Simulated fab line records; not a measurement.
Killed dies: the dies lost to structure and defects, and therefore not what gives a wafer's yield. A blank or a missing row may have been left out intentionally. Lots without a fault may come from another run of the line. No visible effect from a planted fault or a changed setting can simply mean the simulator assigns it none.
Matching of chambers || flow nand harc || NHARC_A_M1_STRIP_18 on rie diel-13: 4 sister chambers
The step strips in N2/H2. 4 wafers are shown with their chamber, then 12 later ones without.

== WAFERS PAIRED WITH THEIR CHAMBERS ==
{"wafer": "L083.4", "chamber": 3, "drypump motor current A (A)": 5.5}
{"wafer": "L087.4", "chamber": 0, "drypump motor current A (A)": 5.8}
{"wafer": "L087.5", "chamber": 2, "drypump motor current A (A)": 4.9}
{"wafer": "L087.6", "chamber": 1, "drypump motor current A (A)": 4.7}

== WAFERS WITHOUT THEIR CHAMBER ==
{"wafer": "L088.2", "drypump motor current A (A)": 4.9}
{"wafer": "L088.5", "drypump motor current A (A)": 5.5}
{"wafer": "L088.6", "drypump motor current A (A)": 5.7}
{"wafer": "L093.1", "drypump motor current A (A)": 4.9}
{"wafer": "L093.2", "drypump motor current A (A)": 5.5}
{"wafer": "L093.5", "drypump motor current A (A)": 5.8}
{"wafer": "L095.1", "drypump motor current A (A)": 5.5}
{"wafer": "L095.2", "drypump motor current A (A)": 5.7}
{"wafer": "L095.5", "drypump motor current A (A)": 4.7}
{"wafer": "L094.1", "drypump motor current A (A)": 5.7}
{"wafer": "L094.2", "drypump motor current A (A)": 4.9}
{"wafer": "L094.5", "drypump motor current A (A)": 5.7}

== EACH ONE'S CHAMBER ==
{"wafer": "L088.2", "from the rows above": 2, "in truth": 2}
{"wafer": "L088.5", "from the rows above": 3, "in truth": 3}
{"wafer": "L088.6", "from the rows above": "can't be placed: 0 or 3", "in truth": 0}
{"wafer": "L093.1", "from the rows above": 2, "in truth": 2}
{"wafer": "L093.2", "from the rows above": 3, "in truth": 3}
{"wafer": "L093.5", "from the rows above": 0, "in truth": 0}
{"wafer": "L095.1", "from the rows above": 3, "in truth": 3}
{"wafer": "L095.2", "from the rows above": "can't be placed: 0 or 3", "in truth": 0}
{"wafer": "L095.5", "from the rows above": 1, "in truth": 1}
{"wafer": "L094.1", "from the rows above": "can't be placed: 0 or 3", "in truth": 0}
{"wafer": "L094.2", "from the rows above": 2, "in truth": 2}
{"wafer": "L094.5", "from the rows above": "can't be placed: 0 or 3", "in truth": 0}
Placed correctly: 8 of 12. Cannot be placed on the basis of these rows: 4; the candidates contain the true chamber in 4. 0 placed wrongly.
How it was worked out, from the rows above alone: a wafer's distance from a chamber is the root of the sum, over the readings, of the square of ((its reading less the chamber's mean) divided by the reading's scatter). If the next closest chamber is less than 2 further off than the closest, the wafer can't be placed; otherwise it belongs to the closest. The mean given for a chamber averages the wafers shown for that chamber. The scatter: root of mean squared gap, hidden wafer to nearest shown wafer, with one shown wafer a chamber.
